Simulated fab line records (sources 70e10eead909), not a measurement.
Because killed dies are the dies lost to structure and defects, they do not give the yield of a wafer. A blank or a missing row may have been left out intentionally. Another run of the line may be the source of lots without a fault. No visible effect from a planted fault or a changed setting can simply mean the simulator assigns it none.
Shared-tool check | flow nandHarc | 36 wafers sampled across 10 lots

== WHY THIS WAS OPENED ==
On 2 of the 10 lots, a flag is raised at NHARC_A_M1_CD_MEAS_09 on the reading cdNm. No-fault wafers: 119.8 nm, standard deviation 0.61.
Rule: a lot is flagged in two cases, either no wafer of it has a number, or all its wafers with numbers fall more than 4 standard deviations from that mean. The rest of the lots are taken to be sound.

lot  | measured     | on       | cdNm (nm), wafer by wafer           | flag
L899 | day 17 15:40 | cdSem-02 | 119.8 121.3 120.0                   | 
L901 | day 18 00:43 | cdSem-03 | 119.7 120.5 120.0                   | 
L904 | day 18 20:25 | cdSem-02 | 119.8 119.2 119.4                   | 
L905 | day 18 23:38 | cdSem-03 | 119.0 120.3 118.7                   | 
L902 | day 19 05:13 | cdSem-01 | 119.4 120.3 119.6                   | 
L906 | day 20 01:32 | cdSem-01 | 119.6 119.1 119.3                   | 
L909 | day 20 23:24 | cdSem-01 | 119.7 119.6 119.1                   | 
L913 | day 21 17:10 | cdSem-03 | 125.2 125.4 125.7 125.2 125.1 125.6 | FLAGGED
L916 | day 22 10:41 | cdSem-03 | 124.2 123.7 124.3 124.2 123.6 124.5 | FLAGGED
L920 | day 23 08:27 | cdSem-03 | 119.4 120.8 120.0                   | 
The mean of the flagged lots' numbers is 124.7 nm, +4.9 nm from the usual (+8 standard deviations).

== EACH LOT AND THE TOOL IT RAN ON ==
3 process steps preceding the reading are held in the record, out of 1159 steps in the route. Cell contents, in order: the tool; ch with the chambers the sampled wafers went through; the start.
lot  | flag    | NHARC_A_M0_DESCUM_14              | NHARC_A_M0_PVD_20                      | NHARC_A_M1_PEB_07
L899 |         | rieDiel-06 ch 0,1,2, day 17 11:40 | pvdSputter-01, day 17 15:35 or earlier | lithoTrack-06 ch 0, day 17 15:35
L901 |         | rieDiel-06 ch 1,2, day 17 20:51   | pvdSputter-02, day 18 00:38 or earlier | lithoTrack-06 ch 0, day 18 00:38
L904 |         | rieDiel-04 ch 0,2,3, day 18 16:32 | pvdSputter-03, day 18 20:20 or earlier | lithoTrack-04 ch 0, day 18 20:20
L905 |         | rieDiel-06 ch 1,2,3, day 18 19:47 | pvdSputter-02, day 18 23:33 or earlier | lithoTrack-06 ch 0, day 18 23:33
L902 |         | rieDiel-06 ch 0,1,3, day 19 01:09 | pvdSputter-02, day 19 05:08 or earlier | lithoTrack-01 ch 0, day 19 05:08
L906 |         | rieDiel-04 ch 1,2, day 19 21:19   | pvdSputter-01, day 20 01:28 or earlier | lithoTrack-01 ch 0, day 20 01:28
L909 |         | rieDiel-06 ch 0,2,3, day 20 19:13 | pvdSputter-01, day 20 23:19 or earlier | lithoTrack-01 ch 0, day 20 23:19
L913 | FLAGGED | rieDiel-11 ch 0,3, day 21 13:19   | pvdSputter-01, day 21 17:05 or earlier | lithoTrack-01 ch 0, day 21 17:05
L916 | FLAGGED | rieDiel-11 ch 0,1,2, day 22 06:33 | pvdSputter-02, day 22 10:36 or earlier | lithoTrack-01 ch 0, day 22 10:36
L920 |         | rieDiel-06 ch 1,2,3, day 23 03:51 | pvdSputter-01, day 23 08:22 or earlier | lithoTrack-06 ch 0, day 23 08:22
What these steps do:
- NHARC_A_M0_DESCUM_14: chemistry O2, time 3 s.
- NHARC_A_M0_PVD_20: deposits TaN, target thk 5 nm, time 8.06 s.
- NHARC_A_M1_PEB_07: peb time 65 s.
- NHARC_A_M1_CD_MEAS_09: target cd 120 nm.

== FLAGGED OVER TOTAL, TOOL BY TOOL (the gauges that took the reading come last) ==
step                  | tool          | lots run | flagged | share of the flagged lots | sound lots run after its first flagged lot
NHARC_A_M0_DESCUM_14  | rieDiel-04    | 2        | 0       | none                      | -
NHARC_A_M0_DESCUM_14  | rieDiel-06    | 6        | 0       | none                      | -
NHARC_A_M0_DESCUM_14  | rieDiel-11    | 2        | 2       | all                       | 0
NHARC_A_M0_PVD_20     | pvdSputter-01 | 5        | 1       | some                      | 1 (L920)
NHARC_A_M0_PVD_20     | pvdSputter-02 | 4        | 1       | some                      | 0
NHARC_A_M0_PVD_20     | pvdSputter-03 | 1        | 0       | none                      | -
NHARC_A_M1_PEB_07     | lithoTrack-01 | 5        | 2       | all                       | 0
NHARC_A_M1_PEB_07     | lithoTrack-04 | 1        | 0       | none                      | -
NHARC_A_M1_PEB_07     | lithoTrack-06 | 4        | 0       | none                      | -
NHARC_A_M1_CD_MEAS_09 | cdSem-01      | 3        | 0       | none                      | -
NHARC_A_M1_CD_MEAS_09 | cdSem-02      | 2        | 0       | none                      | -
NHARC_A_M1_CD_MEAS_09 | cdSem-03      | 5        | 2       | all                       | 1 (L920)
With no start given for some of its lots, NHARC_A_M0_PVD_20 uses the hours and lot order of NHARC_A_M1_PEB_07.

== THE TABLE: WHAT IT ALLOWS ==
Every flagged lot was run by 3 rows of the table: rieDiel-11 at NHARC_A_M0_DESCUM_14, lithoTrack-01 at NHARC_A_M1_PEB_07 and cdSem-03 at NHARC_A_M1_CD_MEAS_09.
- rieDiel-11 at NHARC_A_M0_DESCUM_14 ran 2 lots, 2 of them flagged. With no sound lot run before its first flagged lot in this sample, there is nothing to narrow down the start.
- lithoTrack-01 at NHARC_A_M1_PEB_07 ran 5 lots, 2 of them flagged. Last sound lot L909 at day 20 23:19, first flagged lot L913 at day 21 17:05; a fault beginning in between fits. Its own readings lie more than 4 standard deviations out on every wafer of the flagged lots: heaterPowerTotalW, plateTempC.
- cdSem-03 at NHARC_A_M1_CD_MEAS_09 ran 5 lots, 2 of them flagged. After the first flagged lot (L920), sound lots still ran on it; a lasting fault on the whole tool would not permit that.
Because each of these 2 tools fits a fault that began at some hour, counting lots does not separate them. More lots, or a look at what each step does to the wafer, might.

== WHAT THE SIMULATOR PUT IN ==
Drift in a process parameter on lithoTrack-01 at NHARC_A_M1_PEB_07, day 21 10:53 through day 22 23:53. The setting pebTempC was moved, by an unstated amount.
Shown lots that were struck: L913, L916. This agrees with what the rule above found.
